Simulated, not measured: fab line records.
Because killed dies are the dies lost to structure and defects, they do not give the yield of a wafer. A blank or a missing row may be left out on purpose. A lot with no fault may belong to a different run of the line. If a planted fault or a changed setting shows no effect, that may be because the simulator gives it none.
Chamber matching + flow nand-harc + 4 sister chambers for NHARC_P_ZERO_WELL_DESCUM_39 on rie-diel-09
The step chemistry O2, time 3 s. 16 wafers are shown with their chamber, then 8 later ones without.

WAFERS, EACH WITH ITS CHAMBER
| wafer  | chamber | drypump-motor-current-A (A) | showerhead-plenum-p-Torr (Torr) | oes-product-au (a.u.) |
|--------|---------|-----------------------------|---------------------------------|-----------------------|
| L074.1 | 1       | 5.7                         | 2.07                            | 0.996                 |
| L074.3 | 2       | 5.2                         | 1.78                            | 1.009                 |
| L074.5 | 0       | 5.2                         | 1.86                            | 1.009                 |
| L078.2 | 2       | 5.2                         | 1.78                            | 1.023                 |
| L078.4 | 0       | 5.2                         | 1.86                            | 1.000                 |
| L078.6 | 2       | 5.2                         | 1.78                            | 1.018                 |
| L079.3 | 0       | 5.2                         | 1.85                            | 0.995                 |
| L079.5 | 2       | 5.3                         | 1.78                            | 1.017                 |
| L079.6 | 1       | 5.7                         | 2.07                            | 0.995                 |
| L087.1 | 3       | 6.4                         | 1.81                            | 1.006                 |
| L087.2 | 0       | 5.2                         | 1.85                            | 1.010                 |
| L087.6 | 2       | 5.2                         | 2.08                            | 1.003                 |
| L089.3 | 1       | 5.8                         | 2.06                            | 0.986                 |
| L089.5 | 2       | 5.3                         | 2.08                            | 0.999                 |
| L089.6 | 3       | 6.4                         | 1.81                            | 1.004                 |
| L094.1 | 1       | 5.7                         | 2.05                            | 0.998                 |

SIGNATURES (means of the wafers above)
| reading                  | chamber 0 | chamber 1 | chamber 2 | chamber 3 | scatter within a chamber |
|--------------------------|-----------|-----------|-----------|-----------|--------------------------|
| drypump-motor-current-A  | 5.200     | 5.725     | 5.233     | 6.400     | 0.0417                   |
| showerhead-plenum-p-Torr | 1.8550    | 2.0625    | 1.8800    | 1.8100    | 0.1                      |
| oes-product-au           | 1.00350   | 0.99375   | 1.01150   | 1.00500   | 0.00755                  |
Rule: distance of a wafer from a chamber = root of the sum over the readings of ((wafer's reading minus chamber's mean) / reading's scatter) squared. If the next closest chamber is less than 2 further off than the closest, the wafer can't be placed; otherwise it belongs to the closest. How the scatter is found: for the shown wafers, subtract from each reading the mean of its chamber, square and add these, divide the total by (wafers less chambers), then take the root.

WAFERS MISSING THEIR CHAMBER
| wafer  | drypump-motor-current-A (A) | showerhead-plenum-p-Torr (Torr) | oes-product-au (a.u.) |
|--------|-----------------------------|---------------------------------|-----------------------|
| L094.4 | 5.2                         | 1.84                            | 1.012                 |
| L094.5 | 6.4                         | 1.80                            | 1.003                 |
| L096.1 | 6.4                         | 1.80                            | 1.007                 |
| L096.4 | 5.2                         | 1.84                            | 1.014                 |
| L096.6 | 6.4                         | 1.80                            | 1.017                 |
| L097.1 | 6.4                         | 1.80                            | 1.011                 |
| L097.3 | 5.2                         | 2.07                            | 1.009                 |
| L097.4 | 5.2                         | 1.84                            | 1.004                 |

EACH ONE'S CHAMBER
| wafer  | from the rows above     | in truth |
|--------|-------------------------|----------|
| L094.4 | can't be placed: 2 or 0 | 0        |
| L094.5 | 3                       | 3        |
| L096.1 | 3                       | 3        |
| L096.4 | can't be placed: 2 or 0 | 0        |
| L096.6 | 3                       | 3        |
| L097.1 | 3                       | 3        |
| L097.3 | can't be placed: 2 or 0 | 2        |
| L097.4 | can't be placed: 0 or 2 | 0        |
Placed correctly: 4 of 8. These rows do not allow placing 4 (true chamber among the candidates in 4). 0 placed wrongly.
